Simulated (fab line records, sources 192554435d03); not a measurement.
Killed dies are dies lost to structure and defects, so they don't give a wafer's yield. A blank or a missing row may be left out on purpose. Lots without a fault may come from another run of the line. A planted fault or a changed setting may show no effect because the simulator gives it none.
Which tool did it? | flow n5_finfet | 11 lots, 33 wafers sampled, at 3 steps of a route of 1938

WHAT THE GAUGES READ, wafer by wafer
N5_BEOL_M11_OCD_MEAS_38. Usual: trench_depth_nm 148.8 nm, standard deviation 2.2.
lot  | measured     | on     | trench_depth_nm (nm) | flag
L223 | day 11 00:49 | ocd-01 | 147.5 153.3 150.0    |
L225 | day 11 18:08 | ocd-02 | 145.6 146.1 148.6    |
L228 | day 12 01:56 | ocd-01 | 148.0 150.6 147.9    |
L226 | day 12 10:29 | ocd-01 | 147.0 151.0 144.5    |
L229 | day 13 08:10 | ocd-01 | 147.7 145.7 146.3    |
L233 | day 14 01:13 | ocd-02 | 148.3 149.6 149.2    |
L235 | day 14 06:26 | ocd-01 | 146.1 147.1 150.2    |
L240 | day 16 05:46 | ocd-02 | 150.4 151.5 147.8    |
L241 | day 16 13:18 | ocd-02 | 148.7 147.3 148.2    |
L244 | day 16 17:03 | ocd-02 | 150.3 152.1 150.1    |
L246 | day 17 20:54 | ocd-01 | 146.4 150.4 145.8    |

N5_BEOL_M12_OVL_MEAS_11. Usual: V11_OVL -2 nm, standard deviation 5.7.
lot  | measured     | on         | V11_OVL (nm) | flag
L223 | day 11 04:02 | overlay-01 | -1 12 6      |
L225 | day 11 23:11 | overlay-01 | 0 5 11       |
L228 | day 12 05:06 | overlay-02 | 0 -3 -3      |
L226 | day 12 14:40 | overlay-02 | -5 1 2       |
L229 | day 13 11:22 | overlay-02 | 2 -2 1       |
L233 | day 14 05:16 | overlay-02 | -5 0 -1      |
L235 | day 14 10:19 | overlay-02 | 0 -7 0       |
L240 | day 16 10:16 | overlay-02 | -4 0 -4      |
L241 | day 16 17:49 | overlay-02 | 1 2 -3       |
L244 | day 16 21:08 | overlay-01 | -9 -2 1      |
L246 | day 18 02:09 | overlay-02 | -8 -3 -10    |

WHICH TOOL RAN EACH LOT (tool, then ch and the chambers of the sampled wafers, then the start)
lot  | N5_BEOL_M11_STRIP_36
L223 | rie_diel-06 ch 1,2,3, day 11 00:36
L225 | rie_diel-03 ch 0,1,2, day 11 17:54
L228 | rie_diel-01 ch 2,3, day 12 01:42
L226 | rie_diel-06 ch 0,3, day 12 10:15
L229 | rie_diel-06 ch 2,3, day 13 07:56
L233 | rie_diel-01 ch 0,3, day 14 01:00
L235 | rie_diel-03 ch 0,2,3, day 14 06:13
L240 | rie_diel-06 ch 0,1,2, day 16 05:33
L241 | rie_diel-06 ch 2,3, day 16 13:05
L244 | rie_diel-06 ch 0,1, day 16 16:50
L246 | rie_diel-03 ch 2,3, day 17 20:40
- N5_BEOL_M11_STRIP_36: strips in N2/H2.

WHAT THE TOOLS THEMSELVES READ (means of the sampled wafers that have a number; where no wafer has one, the mark that the record gives instead)
N5_BEOL_M11_STRIP_36. Usual: bias_power_w 6.996 W, standard deviation 0.022; drypump_motor_current_A 5.5 A, standard deviation 0.33; oes_product_au 0.80 a.u., standard deviation 0.09; power_w 449.9 W, standard deviation 1.5; rf_vpp_V 59.0 V, standard deviation 2; showerhead_plenum_p_Torr 2.54 Torr, standard deviation 0.095; throttle_valve_pct 23.62 %, standard deviation 0.24.
lot  | tool        | bias_power_w (W) | drypump_motor_current_A (A) | oes_product_au (a.u.) | power_w (W) | rf_vpp_V (V) | showerhead_plenum_p_Torr (Torr) | throttle_valve_pct (%) | flag
L223 | rie_diel-06 | 7.003            | 5.7                         | 0.79                  | 450.5       | 59.9         | 2.55                            | 23.74                  |
L225 | rie_diel-03 | 6.993            | 5.4                         | 0.72                  | 449.7       | 57.7         | 2.45                            | 23.53                  |
L228 | rie_diel-01 | 7.012            | 5.7                         | 0.73                  | 449.4       | 57.8         | 2.49                            | 23.81                  |
L226 | rie_diel-06 | 7.000            | 5.2                         | 0.75                  | 449.0       | 60.1         | 2.46                            | 23.65                  |
L229 | rie_diel-06 | 7.021            | 5.4                         | 0.72                  | 449.8       | 59.7         | 2.49                            | 23.81                  |
L233 | rie_diel-01 | 6.999            | 5.5                         | 0.74                  | 450.7       | 60.7         | 2.48                            | 23.67                  |
L235 | rie_diel-03 | 6.997            | 5.5                         | 0.78                  | 450.3       | 60.1         | 2.50                            | 23.72                  |
L240 | rie_diel-06 | 6.999            | 5.8                         | 0.79                  | 449.8       | 58.5         | 2.59                            | 23.59                  |
L241 | rie_diel-06 | 7.014            | 5.4                         | 0.88                  | 451.5       | 58.6         | 2.69                            | 23.62                  |
L244 | rie_diel-06 | 7.003            | 5.7                         | 0.80                  | 450.8       | 59.3         | 2.55                            | 23.42                  |
L246 | rie_diel-03 | 6.997            | 5.4                         | 0.74                  | 449.9       | 59.0         | 2.49                            | 24.06                  |

THE ANSWER, worked out from the rows above alone
Rule: a lot is off if the mean of its wafers that have a number lies more than 3 standard deviations from the usual mean. A lot without any number at a reading at which 4 lots or more have one is off too. The other lots that the step has rows for count as sound. The gauges are gone through in route order, then the tools' own readings, and for those a lot's mean is taken as printed above. The first step at which some lot is off is used, and at that step the reading that is off furthest; a lot without a number counts as furthest.
No lot is off at any reading shown: from this, nothing can be told.

WHAT THE SIMULATOR HAD PUT IN
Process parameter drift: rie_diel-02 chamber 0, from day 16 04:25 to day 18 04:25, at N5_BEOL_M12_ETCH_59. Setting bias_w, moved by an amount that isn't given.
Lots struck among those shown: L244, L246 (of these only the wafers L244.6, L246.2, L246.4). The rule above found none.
